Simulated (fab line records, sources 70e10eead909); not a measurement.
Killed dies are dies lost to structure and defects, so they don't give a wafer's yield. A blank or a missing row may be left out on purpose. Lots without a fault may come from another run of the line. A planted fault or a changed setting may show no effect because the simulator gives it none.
Which tool did it? | flow nand_harc | 19 lots, 57 wafers sampled, at 6 steps of a route of 1159

WHAT THE GAUGES READ, wafer by wafer
The record holds no reading of a measuring or inspecting step that can be judged against a usual standard deviation.

WHICH TOOL RAN EACH LOT (tool, then ch and the chambers of the sampled wafers, then the start)
lot  | NHARC_P_M1_DESCUM_14               | NHARC_P_M1_CMP_23             | NHARC_P_M2_DESCUM_14               | NHARC_P_M2_ETCH_35                 | NHARC_P_BONDPAD_ETCH_37            | NHARC_P_BONDPAD_ETCH_12
L074 | rie_diel-07 ch 1,2,3, day 5 21:05  | cmp-04 ch 2,3, day 5 23:12    | rie_diel-09 ch 2,3, day 6 01:13    | rie_diel-09 ch 1,3, day 6 01:17    | rie_diel-12 ch 0,1,2, day 6 06:04  | rie_diel-12 ch 1,2,3, no start
L075 | rie_diel-07 ch 0,2,3, day 6 12:30  | cmp-04 ch 1,2, day 6 14:38    | rie_diel-09 ch 0,3, day 6 16:44    | rie_diel-09 ch 0,1, day 6 16:49    | rie_diel-12 ch 1,2,3, day 6 21:26  | rie_diel-12 ch 0,1,2, no start
L076 | rie_diel-07 ch 0,1, day 6 18:59    | cmp-04 ch 0,1,2, day 6 21:08  | rie_diel-09 ch 1,2,3, day 6 23:05  | rie_diel-09 ch 0,1,3, day 6 23:11  | rie_diel-04 ch 0,2,3, day 7 03:44  | rie_diel-04 ch 1,2,3, no start
L079 | rie_diel-07 ch 1,2,3, day 7 08:34  | cmp-03 ch 1,3, day 7 10:41    | rie_diel-09 ch 1,2, day 7 12:44    | rie_diel-09 ch 0,1, day 7 12:48    | rie_diel-12 ch 0,2,3, day 7 17:32  | rie_diel-12 ch 0,1,2, no start
L078 | rie_diel-03 ch 0,1, day 7 10:23    | cmp-04 ch 2,3, day 7 12:29    | rie_diel-11 ch 0,2,3, day 7 14:51  | rie_diel-11 ch 0,2,3, day 7 15:03  | rie_diel-04 ch 0,1, day 7 19:53    | rie_diel-04 ch 1,2,3, no start
L080 | rie_diel-06 ch 1,2,3, day 8 00:04  | cmp-01 ch 0,3, day 8 02:14    | rie_diel-09 ch 1,2, day 8 04:25    | rie_diel-09 ch 0,2,3, day 8 04:29  | rie_diel-04 ch 0,1, day 8 09:04    | rie_diel-04 ch 0,2, no start
L083 | rie_diel-07 ch 0,1, day 8 10:05    | cmp-03 ch 0,2, day 8 12:19    | rie_diel-09 ch 0,1, day 8 14:21    | rie_diel-09 ch 0,1,2, day 8 14:26  | rie_diel-08 ch 0,1,2, day 8 19:05  | rie_diel-08 ch 1,3, no start
L086 | rie_diel-07 ch 0,1,3, day 10 08:15 | cmp-04 ch 0,2, day 10 10:22   | rie_diel-09 ch 0,2,3, day 10 12:17 | rie_diel-09 ch 1,2,3, day 10 12:22 | rie_diel-04 ch 0,2, day 10 16:58   | rie_diel-04 ch 0,2,3, no start
L084 | rie_diel-06 ch 0,1,3, day 10 08:57 | cmp-01 ch 1,2, day 10 11:04   | rie_diel-09 ch 0,1,3, day 10 13:17 | rie_diel-09 ch 0,1,3, day 10 13:22 | rie_diel-04 ch 0,2,3, day 10 18:06 | rie_diel-04 ch 0,1,2, no start
L085 | rie_diel-06 ch 0,2,3, day 10 12:23 | cmp-04 ch 0,1,2, day 10 14:29 | rie_diel-13 ch 0,1, day 10 16:42   | rie_diel-13 ch 2,3, day 10 16:47   | rie_diel-04 ch 1,3, day 10 21:28   | rie_diel-04 ch 0,1,3, no start
L087 | rie_diel-03 ch 0,1,3, day 10 12:40 | cmp-03 ch 0,2, day 10 14:47   | rie_diel-13 ch 1,2,3, day 10 16:59 | rie_diel-13 ch 0,1,2, day 10 17:03 | rie_diel-04 ch 0,1,2, day 10 21:44 | rie_diel-04 ch 0,1, no start
L088 | rie_diel-03 ch 0,1,3, day 10 13:25 | cmp-04 ch 1,2,3, day 10 15:32 | rie_diel-09 ch 0,2,3, day 10 17:55 | rie_diel-09 ch 0,2, day 10 17:59   | rie_diel-08 ch 0,3, day 10 22:38   | rie_diel-08 ch 1,2, no start
L091 | rie_diel-03 ch 0,1,3, day 10 14:06 | cmp-03 ch 0,1,3, day 10 16:14 | rie_diel-09 ch 1,2,3, day 10 18:14 | rie_diel-09 ch 0,1,2, day 10 18:20 | rie_diel-12 ch 0,2,3, day 10 23:16 | rie_diel-12 ch 0,1,3, no start
L092 | rie_diel-07 ch 1,2, day 10 21:30   | cmp-03 ch 0,2,3, day 10 23:39 | rie_diel-09 ch 0,3, day 11 01:35   | rie_diel-09 ch 0,1, day 11 01:41   | rie_diel-04 ch 0,2,3, day 11 06:23 | rie_diel-04 ch 2,3, no start
L090 | rie_diel-07 ch 0,1,3, day 10 22:57 | cmp-04 ch 1,3, day 11 01:03   | rie_diel-09 ch 1,2, day 11 03:08   | rie_diel-09 ch 0,1,3, day 11 03:14 | rie_diel-12 ch 0,2, day 11 07:49   | rie_diel-12 ch 1,2,3, no start
L093 | rie_diel-03 ch 0,1,3, day 11 02:32 | cmp-04 ch 0,2,3, day 11 04:39 | rie_diel-13 ch 2,3, day 11 06:57   | rie_diel-13 ch 0,1,2, day 11 07:03 | rie_diel-04 ch 1,2,3, day 11 11:46 | rie_diel-04 ch 1,2, no start
L095 | rie_diel-07 ch 1,2,3, day 11 03:53 | cmp-04 ch 0,1,2, day 11 06:04 | rie_diel-11 ch 0,1,3, day 11 08:04 | rie_diel-11 ch 0,1,2, day 11 08:08 | rie_diel-04 ch 0,1,3, day 11 12:58 | rie_diel-04 ch 0,1,2, no start
L096 | rie_diel-03 ch 0,1,2, day 11 05:06 | cmp-01 ch 0,2,3, day 11 07:12 | rie_diel-09 ch 0,2, day 11 09:13   | rie_diel-09 ch 0,2,3, day 11 09:18 | rie_diel-08 ch 0,1,3, day 11 14:02 | rie_diel-08 ch 0,1,3, no start
L097 | rie_diel-06 ch 0,1,2, day 11 19:11 | cmp-03 ch 0,1,3, day 11 21:20 | rie_diel-13 ch 1,2,3, day 11 23:22 | rie_diel-13 ch 1,3, day 11 23:34   | rie_diel-04 ch 0,1, day 12 04:30   | rie_diel-04 ch 0,1,2, no start
- NHARC_P_M1_DESCUM_14: chemistry O2, time 3 s.
- NHARC_P_M1_CMP_23: polishes, t overpolish 20 s, target thk 157.82 nm.
- NHARC_P_M2_DESCUM_14: chemistry O2, time 3 s.
- NHARC_P_M2_ETCH_35: etches the open film in N2/H2, target depth 40 nm, overetch 12 nm, time 43.94 s.
- NHARC_P_BONDPAD_ETCH_37: etches the open film in N2/H2, target depth 60 nm, overetch 18 nm, time 65.91 s.
- NHARC_P_BONDPAD_ETCH_12: etches the open film in CHF3/O2, target depth 200 nm, time 100 s.

WHAT THE TOOLS THEMSELVES READ (means of the sampled wafers that have a number; where no wafer has one, the mark that the record gives instead)
NHARC_P_M1_DESCUM_14. Usual: drypump_motor_current_A 5.7 A, standard deviation 0.37; oes_product_au 0.998 a.u., standard deviation 0.0095; rf_vpp_V 57.7 V, standard deviation 0.91; showerhead_plenum_p_Torr 1.89 Torr, standard deviation 0.059; throttle_valve_pct 11.310 %, standard deviation 0.01.
lot  | tool        | drypump_motor_current_A (A) | oes_product_au (a.u.) | rf_vpp_V (V) | showerhead_plenum_p_Torr (Torr) | throttle_valve_pct (%) | flag
L074 | rie_diel-07 | 5.7                         | 1.005                 | 58.1         | 1.90                            | 11.302                 |
L075 | rie_diel-07 | 6.1                         | 1.007                 | 57.6         | 1.91                            | 11.307                 |
L076 | rie_diel-07 | 5.8                         | 1.005                 | 57.4         | 1.89                            | 11.310                 |
L079 | rie_diel-07 | 5.7                         | 1.002                 | 57.9         | 1.90                            | 11.312                 |
L078 | rie_diel-03 | 5.9                         | 0.999                 | 57.1         | 1.87                            | 11.321                 |
L080 | rie_diel-06 | 5.8                         | 1.000                 | 58.2         | 1.85                            | 11.303                 |
L083 | rie_diel-07 | 5.5                         | 1.000                 | 58.0         | 1.88                            | 11.311                 |
L086 | rie_diel-07 | 5.8                         | 0.999                 | 58.7         | 1.89                            | 11.299                 |
L084 | rie_diel-06 | 5.7                         | 0.998                 | 57.1         | 1.86                            | 11.304                 |
L085 | rie_diel-06 | 5.6                         | 0.999                 | 57.0         | 1.86                            | 11.310                 |
L087 | rie_diel-03 | 5.8                         | 0.993                 | 58.3         | 1.90                            | 11.301                 |
L088 | rie_diel-03 | 5.8                         | 0.993                 | 57.3         | 1.90                            | 11.313                 |
L091 | rie_diel-03 | 5.8                         | 0.999                 | 57.4         | 1.90                            | 11.312                 |
L092 | rie_diel-07 | 5.4                         | 1.004                 | 57.7         | 1.89                            | 11.307                 |
L090 | rie_diel-07 | 5.8                         | 0.998                 | 57.1         | 1.89                            | 11.310                 |
L093 | rie_diel-03 | 5.8                         | 0.997                 | 56.9         | 1.90                            | 11.314                 |
L095 | rie_diel-07 | 5.7                         | 1.003                 | 59.1         | 1.90                            | 11.316                 |
L096 | rie_diel-03 | 5.7                         | 0.994                 | 58.0         | 1.90                            | 11.315                 |
L097 | rie_diel-06 | 5.8                         | 0.998                 | 56.8         | 1.88                            | 11.310                 |

NHARC_P_M1_CMP_23. Usual: edge_zone_pressure_frac 1.000, standard deviation 0.005; motor_current_A 11.9 A, standard deviation 1.1; time_to_endpoint_s 29.7 s, standard deviation 2.6.
lot  | tool   | edge_zone_pressure_frac | motor_current_A (A) | time_to_endpoint_s (s) | flag
L074 | cmp-04 | 1.004                   | 12.6                | 32.5                   |
L075 | cmp-04 | 1.002                   | 12.0                | 33.0                   |
L076 | cmp-04 | 0.997                   | 12.0                | 30.1                   |
L079 | cmp-03 | 0.999                   | 11.0                | 23.6                   |
L078 | cmp-04 | 0.997                   | 13.0                | 30.0                   |
L080 | cmp-01 | 1.002                   | 12.2                | 32.1                   |
L083 | cmp-03 | 0.995                   | 10.8                | 33.0                   |
L086 | cmp-04 | 1.001                   | 12.0                | 28.5                   |
L084 | cmp-01 | 1.002                   | 12.7                | 29.6                   |
L085 | cmp-04 | 0.999                   | 11.6                | 29.5                   |
L087 | cmp-03 | 1.003                   | 10.9                | 30.0                   |
L088 | cmp-04 | 1.000                   | 12.3                | 27.6                   |
L091 | cmp-03 | 0.997                   | 11.0                | 28.7                   |
L092 | cmp-03 | 1.004                   | 11.0                | 28.6                   |
L090 | cmp-04 | 0.999                   | 12.0                | 27.2                   |
L093 | cmp-04 | 1.001                   | 12.6                | 28.3                   |
L095 | cmp-04 | 0.999                   | 11.7                | 29.6                   |
L096 | cmp-01 | 1.002                   | 12.8                | 30.0                   |
L097 | cmp-03 | 1.005                   | 10.9                | 32.0                   |

NHARC_P_M2_DESCUM_14. Usual: drypump_motor_current_A 5.6 A, standard deviation 0.5; oes_product_au 1.000 a.u., standard deviation 0.0076; rf_vpp_V 58.0 V, standard deviation 0.94; showerhead_plenum_p_Torr 1.97 Torr, standard deviation 0.079; throttle_valve_pct 11.311 %, standard deviation 0.0086.
lot  | tool        | drypump_motor_current_A (A) | oes_product_au (a.u.) | rf_vpp_V (V) | showerhead_plenum_p_Torr (Torr) | throttle_valve_pct (%) | flag
L074 | rie_diel-09 | 5.1                         | 0.997                 | 58.4         | 2.03                            | 11.318                 |
L075 | rie_diel-09 | 5.6                         | 1.000                 | 57.9         | 1.98                            | 11.308                 |
L076 | rie_diel-09 | 5.4                         | 1.003                 | 57.9         | 2.03                            | 11.315                 |
L079 | rie_diel-09 | 5.7                         | 0.991                 | 58.3         | 2.03                            | 11.315                 |
L078 | rie_diel-11 | 5.6                         | 1.009                 | 57.3         | 1.85                            | 11.315                 |
L080 | rie_diel-09 | 5.8                         | 0.998                 | 58.5         | 2.03                            | 11.307                 |
L083 | rie_diel-09 | 5.8                         | 0.999                 | 58.6         | 2.01                            | 11.312                 |
L086 | rie_diel-09 | 5.5                         | 1.000                 | 58.1         | 2.00                            | 11.314                 |
L084 | rie_diel-09 | 5.5                         | 0.992                 | 57.9         | 2.01                            | 11.305                 |
L085 | rie_diel-13 | 5.4                         | 1.004                 | 57.6         | 1.86                            | 11.316                 |
L087 | rie_diel-13 | 6.0                         | 1.007                 | 57.9         | 1.90                            | 11.307                 |
L088 | rie_diel-09 | 5.5                         | 0.990                 | 58.3         | 2.00                            | 11.308                 |
L091 | rie_diel-09 | 5.4                         | 1.003                 | 58.0         | 2.03                            | 11.310                 |
L092 | rie_diel-09 | 5.6                         | 1.004                 | 58.5         | 1.98                            | 11.315                 |
L090 | rie_diel-09 | 5.8                         | 1.000                 | 57.9         | 2.01                            | 11.307                 |
L093 | rie_diel-13 | 6.0                         | 1.006                 | 56.6         | 1.85                            | 11.309                 |
L095 | rie_diel-11 | 5.7                         | 1.005                 | 56.6         | 1.83                            | 11.309                 |
L096 | rie_diel-09 | 5.9                         | 1.004                 | 58.7         | 1.98                            | 11.308                 |
L097 | rie_diel-13 | 6.0                         | 1.000                 | 57.6         | 1.90                            | 11.320                 |

NHARC_P_M2_ETCH_35. Usual: drypump_motor_current_A 5.6 A, standard deviation 0.51; oes_product_au 1.001 a.u., standard deviation 0.0079; rf_fwd_power_W 395.2 W, standard deviation 1.4; rf_vpp_V 432.0 V, standard deviation 2.6; showerhead_plenum_p_Torr 2.10 Torr, standard deviation 0.088; throttle_valve_pct 14.172 %, standard deviation 0.0096.
lot  | tool        | drypump_motor_current_A (A) | oes_product_au (a.u.) | rf_fwd_power_W (W) | rf_vpp_V (V) | showerhead_plenum_p_Torr (Torr) | throttle_valve_pct (%) | flag
L074 | rie_diel-09 | 5.0                         | 1.006                 | 394.6              | 434.9        | 2.18                            | 14.169                 |
L075 | rie_diel-09 | 5.9                         | 1.004                 | 395.5              | 432.3        | 2.11                            | 14.179                 |
L076 | rie_diel-09 | 5.5                         | 1.007                 | 395.7              | 432.7        | 2.15                            | 14.174                 |
L079 | rie_diel-09 | 5.9                         | 0.993                 | 397.0              | 432.5        | 2.11                            | 14.167                 |
L078 | rie_diel-11 | 5.6                         | 0.993                 | 395.1              | 429.0        | 1.97                            | 14.168                 |
L080 | rie_diel-09 | 5.5                         | 0.998                 | 394.7              | 432.6        | 2.13                            | 14.169                 |
L083 | rie_diel-09 | 5.8                         | 1.002                 | 395.4              | 433.0        | 2.13                            | 14.167                 |
L086 | rie_diel-09 | 5.4                         | 1.000                 | 394.6              | 433.9        | 2.16                            | 14.172                 |
L084 | rie_diel-09 | 5.5                         | 0.997                 | 395.7              | 433.2        | 2.14                            | 14.169                 |
L085 | rie_diel-13 | 5.8                         | 1.009                 | 394.7              | 430.8        | 2.05                            | 14.179                 |
L087 | rie_diel-13 | 5.8                         | 1.006                 | 396.1              | 427.9        | 1.97                            | 14.177                 |
L088 | rie_diel-09 | 5.9                         | 1.000                 | 394.6              | 430.6        | 2.09                            | 14.168                 |
L091 | rie_diel-09 | 5.9                         | 1.000                 | 396.0              | 433.5        | 2.13                            | 14.176                 |
L092 | rie_diel-09 | 5.9                         | 0.998                 | 395.7              | 433.0        | 2.11                            | 14.170                 |
L090 | rie_diel-09 | 5.5                         | 1.011                 | 394.2              | 434.3        | 2.14                            | 14.175                 |
L093 | rie_diel-13 | 5.8                         | 1.000                 | 395.1              | 428.8        | 1.97                            | 14.177                 |
L095 | rie_diel-11 | 6.1                         | 0.996                 | 396.1              | 428.4        | 1.98                            | 14.170                 |
L096 | rie_diel-09 | 5.5                         | 1.000                 | 396.2              | 432.7        | 2.13                            | 14.169                 |
L097 | rie_diel-13 | 5.9                         | 0.997                 | 393.7              | 432.3        | 2.09                            | 14.168                 |

NHARC_P_BONDPAD_ETCH_37. Usual: drypump_motor_current_A 5.7 A, standard deviation 0.4; oes_product_au 1.001 a.u., standard deviation 0.0082; rf_fwd_power_W 396.0 W, standard deviation 1.6; rf_vpp_V 432.4 V, standard deviation 2.9; showerhead_plenum_p_Torr 2.11 Torr, standard deviation 0.1; throttle_valve_pct 14.170 %, standard deviation 0.009.
lot  | tool        | drypump_motor_current_A (A) | oes_product_au (a.u.) | rf_fwd_power_W (W) | rf_vpp_V (V) | showerhead_plenum_p_Torr (Torr) | throttle_valve_pct (%) | flag
L074 | rie_diel-12 | 5.9                         | 1.008                 | 397.2              | 430.4        | 2.02                            | 14.170                 |
L075 | rie_diel-12 | 5.8                         | 1.007                 | 395.4              | 432.1        | 2.07                            | 14.167                 |
L076 | rie_diel-04 | 5.9                         | 1.002                 | 395.0              | 433.4        | 2.14                            | 14.170                 |
L079 | rie_diel-12 | 5.9                         | 1.008                 | 398.8              | 430.2        | 2.01                            | 14.171                 |
L078 | rie_diel-04 | 5.5                         | 0.993                 | 394.7              | 434.2        | 2.18                            | 14.169                 |
L080 | rie_diel-04 | 5.5                         | 0.989                 | 396.2              | 435.1        | 2.18                            | 14.167                 |
L083 | rie_diel-08 | 5.4                         | 0.998                 | 396.6              | 431.2        | 2.06                            | 14.170                 |
L086 | rie_diel-04 | 5.7                         | 1.000                 | 395.7              | 433.3        | 2.19                            | 14.172                 |
L084 | rie_diel-04 | 5.9                         | 1.004                 | 396.1              | 432.4        | 2.13                            | 14.172                 |
L085 | rie_diel-04 | 5.5                         | 1.001                 | 397.1              | 432.3        | 2.12                            | 14.168                 |
L087 | rie_diel-04 | 5.6                         | 0.994                 | 394.8              | 434.8        | 2.19                            | 14.180                 |
L088 | rie_diel-08 | 5.5                         | 1.001                 | 394.6              | 426.9        | 1.91                            | 14.171                 |
L091 | rie_diel-12 | 5.9                         | 1.001                 | 397.8              | 429.5        | 2.00                            | 14.179                 |
L092 | rie_diel-04 | 5.9                         | 1.005                 | 395.9              | 433.2        | 2.13                            | 14.171                 |
L090 | rie_diel-12 | 5.6                         | 1.004                 | 395.9              | 427.1        | 1.92                            | 14.166                 |
L093 | rie_diel-04 | 5.7                         | 1.002                 | 397.0              | 432.6        | 2.13                            | 14.172                 |
L095 | rie_diel-04 | 5.7                         | 0.999                 | 395.5              | 432.4        | 2.12                            | 14.172                 |
L096 | rie_diel-08 | 5.4                         | 0.998                 | 394.7              | 429.4        | 1.99                            | 14.176                 |
L097 | rie_diel-04 | 5.4                         | 0.998                 | 394.8              | 434.7        | 2.18                            | 14.165                 |

NHARC_P_BONDPAD_ETCH_12. Usual: drypump_motor_current_A 5.7 A, standard deviation 0.41; oes_product_au 0.937 a.u., standard deviation 0.019; rf_fwd_power_W 496.4 W, standard deviation 1.8; rf_vpp_V 372.3 V, standard deviation 2.5; showerhead_plenum_p_Torr 2.48 Torr, standard deviation 0.11; throttle_valve_pct 20.573 %, standard deviation 0.0086.
lot  | tool        | drypump_motor_current_A (A) | oes_product_au (a.u.) | rf_fwd_power_W (W) | rf_vpp_V (V) | showerhead_plenum_p_Torr (Torr) | throttle_valve_pct (%) | flag
L074 | rie_diel-12 | 5.8                         | 0.978                 | 498.0              | 370.7        | 2.44                            | 20.575                 |
L075 | rie_diel-12 | 5.9                         | 0.927                 | 497.7              | 370.0        | 2.38                            | 20.575                 |
L076 | rie_diel-04 | 5.7                         | 0.932                 | 496.5              | 373.2        | 2.50                            | 20.575                 |
L079 | rie_diel-12 | 5.9                         | 0.976                 | 496.7              | 370.7        | 2.37                            | 20.575                 |
L078 | rie_diel-04 | 5.7                         | 0.929                 | 497.2              | 372.5        | 2.50                            | 20.570                 |
L080 | rie_diel-04 | 5.8                         | 0.929                 | 495.2              | 373.7        | 2.58                            | 20.581                 |
L083 | rie_diel-08 | 5.2                         | 0.918                 | 495.4              | 370.2        | 2.38                            | 20.569                 |
L086 | rie_diel-04 | 5.9                         | 0.928                 | 497.0              | 372.2        | 2.51                            | 20.571                 |
L084 | rie_diel-04 | 5.6                         | 0.923                 | 495.4              | 374.3        | 2.56                            | 20.573                 |
L085 | rie_diel-04 | 5.7                         | 0.926                 | 496.7              | 372.2        | 2.49                            | 20.571                 |
L087 | rie_diel-04 | 5.5                         | 0.927                 | 494.4              | 373.1        | 2.56                            | 20.580                 |
L088 | rie_diel-08 | 5.2                         | 0.917                 | 498.6              | 373.3        | 2.50                            | 20.574                 |
L091 | rie_diel-12 | 6.1                         | 0.943                 | 498.9              | 372.3        | 2.45                            | 20.584                 |
L092 | rie_diel-04 | 6.1                         | 0.935                 | 495.6              | 372.2        | 2.44                            | 20.563                 |
L090 | rie_diel-12 | 5.7                         | 0.963                 | 496.0              | 371.3        | 2.43                            | 20.582                 |
L093 | rie_diel-04 | 5.4                         | 0.926                 | 495.3              | 374.7        | 2.56                            | 20.570                 |
L095 | rie_diel-04 | 5.6                         | 0.918                 | 496.0              | 373.8        | 2.56                            | 20.573                 |
L096 | rie_diel-08 | 5.4                         | 0.933                 | 497.1              | 369.4        | 2.34                            | 20.576                 |
L097 | rie_diel-04 | 5.6                         | 0.930                 | 495.5              | 374.0        | 2.56                            | 20.573                 |

THE ANSWER, worked out from the rows above alone
Rule: a lot is off if the mean of its wafers that have a number lies more than 3 standard deviations from the usual mean. A lot without any number at a reading at which 4 lots or more have one is off too. The other lots that the step has rows for count as sound. The gauges are gone through in route order, then the tools' own readings, and for those a lot's mean is taken as printed above. The first step at which some lot is off is used, and at that step the reading that is off furthest; a lot without a number counts as furthest.
No lot is off at any reading shown: from this, nothing can be told.

WHAT THE SIMULATOR HAD PUT IN
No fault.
